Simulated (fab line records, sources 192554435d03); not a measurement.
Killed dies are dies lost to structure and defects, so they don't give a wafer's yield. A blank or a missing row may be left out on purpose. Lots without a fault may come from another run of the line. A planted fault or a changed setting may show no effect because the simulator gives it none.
Split-lot experiment | flow n5_finfet | 7 lots, 39 wafers read, on a route of 1938 steps

THE SPLIT
At N5_MOL_CONTACT_COAG_ALD_131 (deposits SiO2, target thk 5 nm, pulse time 1 s, co reactant pulse time 1 s), the setting ald_cycles was moved away from the recipe's 35 on 15 of the 39 wafers read, by -60.0% to +42.9%. The other wafers ran this setting at the recipe's value.

The reading is taken at the split's own step.

THE READING
SiO2_of_MOL_CONTACT_COAG_ALD_131.thk_nm (the simulator's own value, which no gauge read), in nm, at N5_MOL_CONTACT_COAG_ALD_131 (deposits SiO2, target thk 5 nm, pulse time 1 s, co reactant pulse time 1 s). The file gives no usual value for it.

wafer  | tool, chamber at the split | ald_cycles as run | against the recipe | SiO2_of_MOL_CONTACT_COAG_ALD_131.thk_nm, nm | against lot-mates on the recipe
L074.1 | ald_sin-02, 0,3,0          | 35                | recipe             | 5                                           | -
L074.5 | ald_sin-02, 0,3,0          | 35                | recipe             | 5                                           | -
L074.6 | ald_sin-02, 0,3,0          | 35                | recipe             | 5                                           | -
L076.1 | ald_sin-04, 3,2,0          | 15                | -57.1%             | 2.2                                         | -2.8
L076.3 | ald_sin-04, 3,2,0          | 15                | -57.1%             | 2.2                                         | -2.8
L076.5 | ald_sin-04, 3,2,0          | 15                | -57.1%             | 2.2                                         | -2.8
L076.2 | ald_sin-04, 1,0,3          | 35                | recipe             | 5                                           | -
L076.4 | ald_sin-04, 1,0,3          | 35                | recipe             | 5                                           | -
L076.6 | ald_sin-04, 1,0,3          | 35                | recipe             | 5                                           | -
L077.1 | ald_sin-04, 1,0,3          | 35                | recipe             | 5                                           | -
L077.2 | ald_sin-04, 1,0,3          | 35                | recipe             | 5                                           | -
L077.6 | ald_sin-04, 1,0,3          | 35                | recipe             | 5                                           | -
L077.3 | ald_sin-04, 3,2,2          | 50                | +42.9%             | 7.2                                         | +2.2
L077.4 | ald_sin-04, 3,2,2          | 50                | +42.9%             | 7.2                                         | +2.2
L077.5 | ald_sin-04, 3,2,2          | 50                | +42.9%             | 7.2                                         | +2.2
L078.1 | ald_sin-04, 0,1,2          | 35                | recipe             | 5                                           | -
L078.2 | ald_sin-04, 0,1,2          | 35                | recipe             | 5                                           | -
L078.6 | ald_sin-04, 0,1,2          | 35                | recipe             | 5                                           | -
L078.3 | ald_sin-04, 3,2,3          | 27                | -22.9%             | 3.8                                         | -1.2
L078.4 | ald_sin-04, 3,2,3          | 27                | -22.9%             | 3.8                                         | -1.2
L078.5 | ald_sin-04, 3,2,3          | 27                | -22.9%             | 3.8                                         | -1.2
L093.1 | ald_sin-02, 3,2,3          | 35                | recipe             | 5                                           | -
L093.2 | ald_sin-02, 3,2,3          | 35                | recipe             | 5                                           | -
L093.5 | ald_sin-02, 3,2,3          | 35                | recipe             | 5                                           | -
L093.3 | ald_sin-02, 1,0,2          | 24                | -31.4%             | 3.4                                         | -1.6
L093.4 | ald_sin-02, 1,0,2          | 24                | -31.4%             | 3.4                                         | -1.6
L093.6 | ald_sin-02, 1,0,2          | 24                | -31.4%             | 3.4                                         | -1.6
L096.1 | ald_sin-04, 0,3,0          | 35                | recipe             | 5                                           | -
L096.5 | ald_sin-04, 0,3,0          | 35                | recipe             | 5                                           | -
L096.6 | ald_sin-04, 0,3,0          | 35                | recipe             | 5                                           | -
L096.2 | ald_sin-04, 1,2,3          | 14                | -60.0%             | 2                                           | -3.0
L096.3 | ald_sin-04, 1,2,3          | 14                | -60.0%             | 2                                           | -3.0
L096.4 | ald_sin-04, 1,2,3          | 14                | -60.0%             | 2                                           | -3.0
L097.1 | ald_sin-02, 3,2,1,0,0,3    | 35                | recipe             | 5                                           | -
L097.2 | ald_sin-02, 3,2,1,0,0,3    | 35                | recipe             | 5                                           | -
L097.3 | ald_sin-02, 3,2,1,0,0,3    | 35                | recipe             | 5                                           | -
L097.4 | ald_sin-02, 3,2,1,0,0,3    | 35                | recipe             | 5                                           | -
L097.5 | ald_sin-02, 3,2,1,0,0,3    | 35                | recipe             | 5                                           | -
L097.6 | ald_sin-02, 3,2,1,0,0,3    | 35                | recipe             | 5                                           | -
Where a row lists several chambers, the file gives one row for several wafers and doesn't say which wafer went through which chamber.

THE FIT
A straight line over all 39 wafers: SiO2_of_MOL_CONTACT_COAG_ALD_131.thk_nm changes by +0.0502 nm for each +1% of ald_cycles; r = +1.00; the points scatter about the line by 0.029 nm.
The same after taking each lot's own level away (the mean of its wafers on the recipe; 39 wafers): +0.0502 nm for each +1%; r = +1.00; scatter 0.029 nm.
On that fit, the largest move of ald_cycles shifts the reading by 3 nm.
The lots' own levels span 5.00 to 5.00 nm.
So the lot-to-lot level changes the slope little: the two slopes agree.
Check: with one of the wafers moved furthest among these (-60.0%) left out of the fit, the line predicts -3.01 nm for it against its lot-mates. It came out at -3 nm against them.

OTHER SPLITS ON THESE WAFERS
These wafers also went through other splits before the reading. Each is held against what the fit with the lots' levels taken away leaves over:
other split on the same wafers       | wafers away from the commonest value | r with SiO2_of_MOL_CONTACT_COAG_ALD_131.thk_nm (lot level and that fit taken away)
N5_FIN_SAQP_HM_DEP_03 time_s         | 12                                   | +0.21
N5_DUMMY_GATE_ETCH_31 target_depth_a | 18                                   | +0.33
N5_SD_EPI_N_EPI_21 epi_growth_time_s | 12                                   | +0.34
N5_HKMG_FIN_NWFM_ALD_20 ald_cycles   | 15                                   | -0.08

THE FILE'S OWN FIT
SiO2_of_MOL_CONTACT_COAG_ALD_131.thk_nm changes by +0.0501 nm for each +1% of ald_cycles, r = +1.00.
